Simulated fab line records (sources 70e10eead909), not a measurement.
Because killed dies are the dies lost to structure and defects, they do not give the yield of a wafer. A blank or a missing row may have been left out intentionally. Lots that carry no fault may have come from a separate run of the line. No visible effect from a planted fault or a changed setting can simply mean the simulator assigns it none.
Matching of chambers | flow nand harc | 4 sister chambers for NHARC_A_CONTACT_ALD_18 on ald metal-02
The step deposits TiN, target thk 3 nm, pulse time 1 s, ald cycles 150. 4 wafers are shown with their chamber, then 7 later ones without.

WAFERS PAIRED WITH THEIR CHAMBERS
wafer  | chamber | heater power w (W)
L076.2 | 3       | 1154
L087.1 | 0       | 1015
L088.4 | 1       | 919
L088.5 | 2       | 1183

WAFERS WHOSE CHAMBER IS MISSING
wafer  | heater power w (W)
L088.6 | 1152
L092.1 | 1213
L092.2 | 953
L092.3 | 1199
L097.2 | 950
L097.3 | 1193
L097.6 | 939

CHAMBER TAKEN BY EACH
wafer  | from the rows above     | in truth
L088.6 | can't be placed: 3 or 2 | 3
L092.1 | can't be placed: 2 or 3 | 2
L092.2 | can't be placed: 1 or 0 | 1
L092.3 | can't be placed: 2 or 3 | 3
L097.2 | can't be placed: 1 or 0 | 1
L097.3 | can't be placed: 2 or 3 | 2
L097.6 | 1                       | 1
Correct placement for 1 of the 7. Cannot be placed on the basis of these rows: 6; the candidates contain the true chamber in 6. Placed wrongly: 0.
How it was worked out, from the rows above alone: a wafer's distance from a chamber is the root of the sum, over the readings, of the square of ((its reading less the chamber's mean) divided by the reading's scatter). If the next closest chamber is less than 2 further off than the closest, the wafer can't be placed; otherwise it belongs to the closest. For every chamber, the mean is computed from those of its wafers that are shown. The scatter: root of mean squared gap, hidden wafer to nearest shown wafer, with one shown wafer a chamber.
